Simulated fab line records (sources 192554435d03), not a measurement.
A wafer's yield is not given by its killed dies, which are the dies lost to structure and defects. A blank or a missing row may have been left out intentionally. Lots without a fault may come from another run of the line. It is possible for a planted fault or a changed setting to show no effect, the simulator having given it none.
Chamber matching || flow n5 finfet || N5_BEOL_M11_STRIP_67 on rie diel-01 has 3 sister chambers
The step strips in CF4. 3 wafers are shown with their chamber, then 6 later ones without.

WAFERS PAIRED WITH THEIR CHAMBERS
{"wafer": "L088.5", "chamber": 3, "showerhead plenum p Torr (Torr)": 1.79}
{"wafer": "L089.1", "chamber": 1, "showerhead plenum p Torr (Torr)": 1.90}
{"wafer": "L089.2", "chamber": 0, "showerhead plenum p Torr (Torr)": 1.83}

WAFERS MISSING THEIR CHAMBER
{"wafer": "L089.6", "showerhead plenum p Torr (Torr)": 1.89}
{"wafer": "L092.1", "showerhead plenum p Torr (Torr)": 1.83}
{"wafer": "L092.2", "showerhead plenum p Torr (Torr)": 1.79}
{"wafer": "L092.5", "showerhead plenum p Torr (Torr)": 1.83}
{"wafer": "L097.1", "showerhead plenum p Torr (Torr)": 1.89}
{"wafer": "L097.5", "showerhead plenum p Torr (Torr)": 1.79}

EACH ONE'S CHAMBER
{"wafer": "L089.6", "from the rows above": 1, "in truth": 1}
{"wafer": "L092.1", "from the rows above": 0, "in truth": 0}
{"wafer": "L092.2", "from the rows above": 3, "in truth": 3}
{"wafer": "L092.5", "from the rows above": 0, "in truth": 0}
{"wafer": "L097.1", "from the rows above": 1, "in truth": 1}
{"wafer": "L097.5", "from the rows above": 3, "in truth": 3}
6 of 6 placed correctly. Number that these rows cannot place: 0. Placed wrongly: 0.
How it was worked out, from the rows above alone: a wafer's distance from a chamber is the root of the sum, over the readings, of the square of ((its reading less the chamber's mean) divided by the reading's scatter). If the next closest chamber is less than 2 further off than the closest, the wafer can't be placed; otherwise it belongs to the closest. Each chamber's mean is taken over the wafers shown for it. The scatter (one wafer shown for each chamber): square how far every hidden wafer sits from the nearest shown wafer, average those squares and take the square root.
